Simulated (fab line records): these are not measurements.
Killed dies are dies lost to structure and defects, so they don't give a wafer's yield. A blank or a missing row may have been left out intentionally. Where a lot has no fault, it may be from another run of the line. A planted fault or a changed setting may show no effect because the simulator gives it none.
fab line records -- flow n5_finfet
record lots=6, wafers=18, last_day=16
route steps=1938 shown BEOL_M2@847 BEOL_M4@1111
lots with no fault: from the same line, run without faults
start_h: hours from the record's opening day to when the first of the lot's shown wafers began -- wait_h: hours from the lot's prior step to this one -- " identical to the entry in the row above -- L1.1+2: several wafers, shown together as one row -- - no value present, or no start provided -- * or withheld: withheld -- < > ~ a bound
route shown NAME@n: names a module that has steps shown in the file, with the first one's number in the route -- usual: average and standard deviation across the fault-free wafers -- same: alike in all rows -- chamber/n: place in a boat -- sites: each site's reading -- _std_site: standard deviation of those values -- _edge_site: mean of outer sites minus mean of inner sites -- radius_mm: how far each site lies from the wafer's centre -- mask NAME#n: copy n -- behind: the last tool/chamber to shape the wafer -- hold: why the lot went on hold/how many hours it stayed there/how the hold came to an end -- device: the n, p or np transistor that did not switch -- end of line: tests of these same wafers at the route's end -- for a step that has no rows: nothing shown but its recipe -- killed: at the first sort, the dies lost to defects and structure; wafer yield is something else -- map: dies across one wafer; x = killed, . = not, _ = none there
set.NAME: the setting that was run; set.NAME@STEP: the one run at that earlier step -- model.NAME: the simulator's own value behind a step, which no gauge read
lots at selected steps of the route; one table per step, one row per wafer
services: from which hour (start_h, from the record's first day; less than 0 if before it) a tool's chamber was out of use, for how many hours, and why
## steps
# step N5_BEOL_M2_COAT_73
# recipe resist=underlayer, temp_c=205, time_s=60, spin_rpm=1500, resist_thk_nm=5
# step N5_BEOL_M2_COAT_05
# recipe resist=CAR-EUV, spin_rpm=1500, resist_thk_nm=30
# step N5_BEOL_M2_EBR_07
# recipe solvent=PGMEA, ebr_width_mm=1.5
# step N5_BEOL_M2_SOFTBAKE_06
# recipe temp_c=110, time_s=60, resist=CAR-EUV
# step N5_BEOL_M2_EXPOSE_08
# recipe mask_id=M2, na=0.33, source_shape=dipole, sigma_inner=0.369, sigma_outer=0.767, polarization=unpolarized, dose_mj=41.25
# step N5_BEOL_M2_PEB_09
# recipe peb_temp_c=100, peb_time_s=60, resist=CAR-EUV
# step N5_BEOL_M2_DEVELOP_10
# recipe develop_time_s=30, developer=TMAH, resist=CAR-EUV, rinse_liquid=surfactant_rinse, dry=air_spin, dev_temp_c=23
# step N5_BEOL_M2_CD_MEAS_11
# recipe target_cd_nm=16.79, landing_energy_ev=500, detector=se_inlens, polarity=opening
# usual cd_nm=16.79/0.23
lot.wafer,tool,chamber,start_h,wait_h,cd_nm
L218.1,cd_sem-02,0,153.34,-,16.49
L218.3,cd_sem-02,0,153.34,-,17.08
L218.4,cd_sem-02,0,153.34,-,17.08
L228.1,cd_sem-03,0,218.19,-,16.98
L228.2,cd_sem-03,0,218.19,-,16.79
L228.6,cd_sem-03,0,218.19,-,16.94
L232.3,cd_sem-01,0,237.26,-,16.69
L232.4,cd_sem-01,0,237.26,-,16.68
L232.5,cd_sem-01,0,237.26,-,16.22
L234.1,cd_sem-02,0,250.83,-,16.81
L234.3,cd_sem-02,0,250.83,-,17.34
L234.6,cd_sem-02,0,250.83,-,16.50
L235.4,cd_sem-02,0,251.57,-,16.99
L235.5,cd_sem-02,0,251.57,-,16.75
L235.6,cd_sem-02,0,251.57,-,16.82
L236.1,cd_sem-03,0,255.08,-,16.64
L236.4,cd_sem-03,0,255.08,-,16.64
L236.6,cd_sem-03,0,255.08,-,17.04
# step N5_BEOL_M2_OVL_MEAS_12
# recipe points_per_wafer=522
# usual M2_OVL=0.2/0.56
lot.wafer,tool,chamber,start_h,wait_h,M2_OVL[nm]
L218.1,overlay-02,0,153.37,0.0,0.0
L218.3,overlay-02,0,153.37,0.0,0.1
L218.4,overlay-02,0,153.37,0.0,0.5
L228.1,overlay-01,0,218.22,0.0,0.3
L228.2,overlay-01,0,218.22,0.0,0.3
L228.6,overlay-01,0,218.22,0.0,0.3
L232.3,overlay-01,0,237.30,0.0,-0.5
L232.4,overlay-01,0,237.30,0.0,0.1
L232.5,overlay-01,0,237.30,0.0,-0.4
L234.1,overlay-01,0,250.86,0.0,0.8
L234.3,overlay-01,0,250.86,0.0,0.5
L234.6,overlay-01,0,250.86,0.0,0.6
L235.4,overlay-02,0,251.62,0.0,-0.4
L235.5,overlay-02,0,251.62,0.0,1.0
L235.6,overlay-02,0,251.62,0.0,0.0
L236.1,overlay-01,0,255.11,0.0,0.9
L236.4,overlay-01,0,255.11,0.0,1.0
L236.6,overlay-01,0,255.11,0.0,0.5
# step N5_BEOL_M2_INSPECT_13
# recipe mode=adi, inspect_instrument=brightfield
# usual raw_defect_count=431/92
lot.wafer,tool,chamber,start_h,wait_h,raw_defect_count
L218.1,defect_inspect-02,-,153.43,0.1,428
L218.3,defect_inspect-02,-,153.43,0.1,560
L218.4,defect_inspect-02,-,153.43,0.1,349
L228.1,defect_inspect-01,-,218.28,0.1,497
L228.2,defect_inspect-01,-,218.28,0.1,585
L228.6,defect_inspect-01,-,218.28,0.1,472
L232.3,defect_inspect-02,-,237.34,0.0,417
L232.4,defect_inspect-02,-,237.34,0.0,497
L232.5,defect_inspect-02,-,237.34,0.0,668
L234.1,defect_inspect-01,-,250.92,0.1,318
L234.3,defect_inspect-01,-,250.92,0.1,508
L234.6,defect_inspect-01,-,250.92,0.1,319
L235.4,defect_inspect-01,-,251.66,0.0,343
L235.5,defect_inspect-01,-,251.66,0.0,523
L235.6,defect_inspect-01,-,251.66,0.0,532
L236.1,defect_inspect-02,-,255.17,0.1,414
L236.4,defect_inspect-02,-,255.17,0.1,367
L236.6,defect_inspect-02,-,255.17,0.1,341
# step N5_BEOL_M2_DESCUM_16
# recipe chemistry=O2, time_s=7, source_power_w=50, bias_power_w=20, pressure_mtorr=20, rf_frequency_hz=2.712e+07, temp_c=40, resist=CAR-EUV, o2_flow_sccm=225
# usual drypump_motor_current_A=5.8/0.5, oes_product_au=0.77/0.055, rf_vpp_V=243.7/1.3, showerhead_plenum_p_Torr=2.13/0.052, throttle_valve_pct=20.54/0.26
lot.wafer,tool,chamber,start_h,wait_h,drypump_motor_current_A,oes_product_au,rf_hours_counter_h,rf_vpp_V,showerhead_plenum_p_Torr,throttle_valve_pct
L218.1,rie_diel-06,2,153.96,0.5,5.5,0.79,106,242.1,2.10,20.23
L218.3,rie_diel-06,0,153.96,0.5,6.4,0.72,191,242.0,2.09,20.87
L218.4,rie_diel-06,1,153.96,0.5,5.7,0.71,197,244.7,2.18,20.62
L228.1,rie_diel-02,2,218.31,0.0,5.1,0.71,201,242.3,2.09,20.99
L228.2,rie_diel-02,0,218.31,0.0,6.5,0.85,68,246.3,2.20,20.35
L228.6,rie_diel-02,2,218.31,0.0,5.1,0.70,-,242.0,2.09,20.98
L232.3,rie_diel-05,3,237.38,0.0,5.5,0.80,113,245.3,2.22,20.43
L232.4,rie_diel-05,1,237.38,0.0,6.2,0.82,106,243.3,2.11,20.63
L232.5,rie_diel-05,1,237.38,0.0,6.2,0.81,-,242.1,2.11,20.66
L234.1,rie_diel-02,0,251.26,0.3,6.5,0.83,81,244.3,2.19,20.39
L234.3,rie_diel-02,2,251.26,0.3,5.1,0.70,207,242.0,2.09,21.00
L234.6,rie_diel-02,0,251.26,0.3,6.5,0.83,-,244.2,2.19,20.39
L235.4,rie_diel-02,0,251.76,0.1,6.5,0.84,-,244.2,2.19,20.39
L235.5,rie_diel-02,3,251.76,0.1,5.9,0.73,-,244.0,2.10,20.78
L235.6,rie_diel-02,2,251.76,0.1,5.1,0.70,-,244.3,2.09,20.99
L236.1,rie_diel-05,2,255.21,0.0,4.9,0.71,214,243.2,2.16,20.22
L236.4,rie_diel-05,1,255.21,0.0,6.2,0.80,115,244.2,2.11,20.64
L236.6,rie_diel-05,0,255.21,0.0,5.5,0.75,-,241.4,2.10,20.76
# step N5_BEOL_M2_ETCH_74
# recipe chemistry=N2/H2, target=underlayer, target_depth_a=65, mask_material=CAR-EUV, time_s=5.2, ion_energy_ev=200, pressure_mtorr=30, source_w=840, bias_w=150, n2_flow_sccm=200, h2_flow_sccm=200, ends=cleared
# usual drypump_motor_current_A=5.8/0.5, etch_rf_on_time_s=5.19/0.11, oes_product_au=0.65/0.048, rf_vpp_V=525.1/1.9, showerhead_plenum_p_Torr=2.58/0.062, throttle_valve_pct=17.94/0.21
lot.wafer,tool,chamber,start_h,wait_h,drypump_motor_current_A,etch_rf_on_time_s,oes_product_au,rf_hours_counter_h,rf_vpp_V,showerhead_plenum_p_Torr,throttle_valve_pct
L218.1,rie_diel-06,2,154.00,0.0,5.5,5.23,0.67,106,525.4,2.57,17.80
L218.3,rie_diel-06,0,154.00,0.0,6.4,5.25,0.61,191,521.3,2.52,18.26
L218.4,rie_diel-06,1,154.00,0.0,5.7,5.13,0.60,197,526.4,2.62,17.85
L228.1,rie_diel-02,2,218.35,0.0,5.1,5.38,0.61,201,523.9,2.51,18.18
L228.2,rie_diel-02,0,218.35,0.0,6.5,5.12,0.71,68,528.2,2.71,18.03
L228.6,rie_diel-02,2,218.35,0.0,5.1,5.32,0.61,-,523.2,2.51,18.20
L232.3,rie_diel-05,3,237.41,0.0,5.5,5.38,0.66,113,526.9,2.65,17.68
L232.4,rie_diel-05,1,237.41,0.0,6.2,5.14,0.70,106,522.1,2.56,18.07
L232.5,rie_diel-05,1,237.41,0.0,6.2,5.14,0.70,-,526.8,2.56,18.02
L234.1,rie_diel-02,0,251.30,0.0,6.6,5.19,0.71,81,529.1,2.70,18.06
L234.3,rie_diel-02,2,251.30,0.0,5.1,5.40,0.60,207,523.6,2.51,18.18
L234.6,rie_diel-02,0,251.30,0.0,6.6,5.19,0.70,-,526.4,2.70,18.05
L235.4,rie_diel-02,0,251.79,0.0,6.5,5.24,0.70,-,530.2,2.70,18.05
L235.5,rie_diel-02,3,251.79,0.0,5.9,5.24,0.62,-,522.4,2.54,18.25
L235.6,rie_diel-02,2,251.79,0.0,5.1,5.41,0.60,-,523.0,2.51,18.21
L236.1,rie_diel-05,2,255.24,0.0,4.9,5.28,0.60,214,525.1,2.63,17.69
L236.4,rie_diel-05,1,255.24,0.0,6.2,5.07,0.70,115,526.3,2.55,18.02
L236.6,rie_diel-05,0,255.24,0.0,5.5,4.99,0.65,-,523.5,2.53,17.97
# step N5_BEOL_M2_ETCH_63
# recipe chemistry=CF4, target=SiARC, target_depth_a=156, mask_material=CAR-EUV, time_s=26, ion_energy_ev=80, pressure_mtorr=40, source_w=545, bias_w=36, Ar_flow_sccm=100, cf4_flow_sccm=100, ends=cleared
# usual drypump_motor_current_A=5.8/0.5, etch_rf_on_time_s=25.8/0.45, oes_product_au=0.66/0.047, rf_vpp_V=184.5/1, showerhead_plenum_p_Torr=2.17/0.043, throttle_valve_pct=15.69/0.22
lot.wafer,tool,chamber,start_h,wait_h,drypump_motor_current_A,etch_rf_on_time_s,oes_product_au,rf_hours_counter_h,rf_vpp_V,showerhead_plenum_p_Torr,throttle_valve_pct
L218.1,rie_diel-06,2,154.01,0.0,5.5,25.9,0.68,106,185.2,2.16,15.51
L218.3,rie_diel-06,0,154.01,0.0,6.4,25.6,0.61,191,184.7,2.13,15.93
L218.4,rie_diel-06,1,154.01,0.0,5.7,25.6,0.60,197,184.2,2.21,15.77
L228.1,rie_diel-02,2,218.36,0.0,5.1,26.4,0.60,201,184.1,2.14,16.09
L228.2,rie_diel-02,0,218.36,0.0,6.5,25.6,0.73,68,185.3,2.24,15.57
L228.6,rie_diel-02,2,218.36,0.0,5.1,26.3,0.61,-,184.5,2.14,16.10
L232.3,rie_diel-05,3,237.43,0.0,5.5,26.5,0.67,113,184.5,2.24,15.43
L232.4,rie_diel-05,1,237.43,0.0,6.2,26.0,0.70,106,185.0,2.16,15.73
L232.5,rie_diel-05,1,237.43,0.0,6.2,26.1,0.69,-,184.6,2.16,15.73
L234.1,rie_diel-02,0,251.32,0.0,6.5,25.7,0.71,81,185.7,2.24,15.61
L234.3,rie_diel-02,2,251.32,0.0,5.1,20.3,0.71,207,183.6,2.13,16.09
L234.6,rie_diel-02,0,251.32,0.0,6.5,25.8,0.71,-,187.0,2.24,15.60
L235.4,rie_diel-02,0,251.81,0.0,6.5,19.4,0.84,-,183.3,2.24,15.62
L235.5,rie_diel-02,3,251.81,0.0,5.9,25.6,0.64,-,183.9,2.14,15.97
L235.6,rie_diel-02,2,251.81,0.0,5.1,26.9,0.60,-,184.4,2.13,16.11
L236.1,rie_diel-05,2,255.26,0.0,4.9,26.1,0.61,214,184.9,2.20,15.48
L236.4,rie_diel-05,1,255.26,0.0,6.2,25.5,0.69,115,184.1,2.16,15.74
L236.6,rie_diel-05,0,255.26,0.0,5.5,24.8,0.66,-,183.1,2.15,15.93
# step N5_BEOL_M2_ETCH_64
# recipe chemistry=N2/H2, target=SOC, target_depth_a=750, overetch_a=225, mask_material=SiARC, temp_c=40, time_s=121.9, ion_energy_ev=200, pressure_mtorr=30, source_w=840, bias_w=150, n2_flow_sccm=200, h2_flow_sccm=200
# usual drypump_motor_current_A=5.8/0.5, oes_product_au=0.58/0.039, rf_vpp_V=524.9/1.8, showerhead_plenum_p_Torr=2.58/0.062, throttle_valve_pct=17.90/0.21
lot.wafer,tool,chamber,start_h,wait_h,drypump_motor_current_A,oes_product_au,rf_hours_counter_h,rf_vpp_V,showerhead_plenum_p_Torr,throttle_valve_pct
L218.1,rie_diel-06,2,154.04,0.0,5.5,0.60,106,525.5,2.57,17.74
L218.3,rie_diel-06,0,154.04,0.0,6.4,0.55,191,524.2,2.52,18.23
L218.4,rie_diel-06,1,154.04,0.0,5.7,0.53,197,526.2,2.62,17.78
L228.1,rie_diel-02,2,218.39,0.0,5.1,0.54,201,523.9,2.51,18.14
L228.2,rie_diel-02,0,218.39,0.0,6.5,0.64,68,527.2,2.71,17.99
L228.6,rie_diel-02,2,218.39,0.0,5.1,0.54,-,521.1,2.51,18.15
L232.3,rie_diel-05,3,237.46,0.0,5.5,0.60,113,527.0,2.65,17.63
L232.4,rie_diel-05,1,237.46,0.0,6.2,0.62,106,525.7,2.56,17.98
L232.5,rie_diel-05,1,237.46,0.0,6.2,0.61,-,523.7,2.56,17.98
L234.1,rie_diel-02,0,251.34,0.0,6.5,0.62,81,527.0,2.70,18.00
L234.3,rie_diel-02,2,251.34,0.0,5.1,0.54,207,523.5,2.51,18.15
L234.6,rie_diel-02,0,251.34,0.0,6.5,0.63,-,527.9,2.70,18.00
L235.4,rie_diel-02,0,251.88,0.1,6.6,0.63,-,525.7,2.70,18.01
L235.5,rie_diel-02,3,251.88,0.1,5.9,0.56,-,525.0,2.54,18.21
L235.6,rie_diel-02,2,251.88,0.1,5.1,0.54,-,522.2,2.51,18.16
L236.1,rie_diel-05,2,255.29,0.0,4.9,0.54,214,527.0,2.63,17.68
L236.4,rie_diel-05,1,255.29,0.0,6.2,0.61,115,524.0,2.55,18.00
L236.6,rie_diel-05,0,255.29,0.0,5.5,0.57,-,523.1,2.53,17.93
# step N5_BEOL_M4_RC_MEAS_101
# usual DIBL_N=35.9/1.6, DIBL_P=35.6/2.1, IOFF_N=0.149/0.029, IOFF_P=0.20/0.033, ION_N=671/11, ION_P=460/7.3, SS_N=71.4/0.62, SS_P=73.2/0.65, VT_N=251/3.1, VT_P=-251/3.4
lot.wafer,tool,chamber,start_h,wait_h,DIBL_N[mV/V],DIBL_P[mV/V],IOFF_N[nA/um],IOFF_P[nA/um],ION_N[uA/um],ION_P[uA/um],SS_N[mV/dec],SS_P[mV/dec],VT_N[mV],VT_P[mV]
L218.1,prober-02,0,182.49,0.0,33.2,34.0,0.116,0.15,670,453,70.9,71.6,253,-258
L218.3,prober-02,0,182.49,0.0,34.1,33.9,0.121,0.14,673,455,70.6,72.2,254,-258
L218.4,prober-02,0,182.49,0.0,33.8,34.1,0.112,0.14,658,454,71.2,72.1,255,-260
L228.1,prober-01,0,246.60,0.0,34.1,31.6,0.125,0.17,665,459,71.2,72.4,250,-253
L228.2,prober-01,0,246.60,0.0,35.4,34.4,0.139,0.21,665,465,71.1,73.7,250,-249
L228.6,prober-01,0,246.60,0.0,33.1,31.5,0.106,0.16,668,457,70.7,72.6,253,-251
L232.3,prober-02,0,274.11,0.3,33.3,32.8,0.103,0.15,652,448,71.6,72.5,260,-253
L232.4,prober-02,0,274.11,0.3,35.9,34.9,0.128,0.17,664,455,71.9,73.5,255,-254
L232.5,prober-02,0,274.11,0.3,37.8,37.3,0.164,0.21,671,470,72.6,73.6,250,-253
L234.1,prober-02,0,280.85,0.0,33.7,33.6,0.127,0.18,666,464,71.3,73.2,250,-250
L234.3,prober-02,0,280.85,0.0,37.2,35.9,0.165,0.21,666,459,71.4,73.1,251,-250
L234.6,prober-02,0,280.85,0.0,35.7,35.1,0.146,0.21,661,455,71.1,73.0,252,-250
L235.4,prober-01,0,283.83,0.5,35.0,33.9,0.123,0.19,661,459,72.3,73.0,254,-252
L235.5,prober-01,0,283.83,0.5,34.4,33.4,0.119,0.18,657,459,71.1,72.4,254,-251
L235.6,prober-01,0,283.83,0.5,35.0,34.5,0.129,0.21,673,470,71.4,72.9,252,-250
L236.1,prober-02,0,288.83,0.0,36.2,35.5,0.185,0.22,677,463,71.8,74.1,248,-250
L236.4,prober-02,0,288.83,0.0,38.2,38.7,0.225,0.28,694,476,71.9,74.4,244,-247
L236.6,prober-02,0,288.83,0.0,38.2,38.4,0.237,0.28,687,464,72.3,75.4,243,-249
## services
tool,chamber,start_h,hours,kind
rie_diel-02,-,156.72,16.8,repair
rie_diel-06,1,161.09,4.9,repair
rie_diel-05,2,164.28,5.6,repair
rie_diel-06,3,211.16,15.1,repair
rie_diel-02,2,226.34,13.2,repair
rie_diel-06,1,233.21,4.6,repair
rie_diel-06,-,242.52,0.3,repair
rie_diel-02,1,251.75,-,clean
rie_diel-02,1,251.75,-,consumable_replace:focus_ring
rie_diel-02,1,251.75,19.5,scheduled_down
rie_diel-02,1,251.75,19.5,vent_cycle
## key
first_sign step=N5_BEOL_M2_ETCH_63, reading=etch_rf_on_time_s, direction=down, sigmas=13, usual=*, struck=*
effect step=N5_BEOL_M2_ETCH_63, reading=oes_product_au, direction=up, sigmas=2.5, usual=0.66, struck=0.77
met_at N5_BEOL_M2_ETCH_63
struck_wafers L234.3,L235.4
onset_between 218.36 251.32
fault kind=process_parameter_drift, tool=rie_diel-02, chamber=-, onset_h=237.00, steps=N5_BEOL_M2_ETCH_63, channel=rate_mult, offset=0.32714, shape=step, end_h=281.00, scope=struck_wafers_only
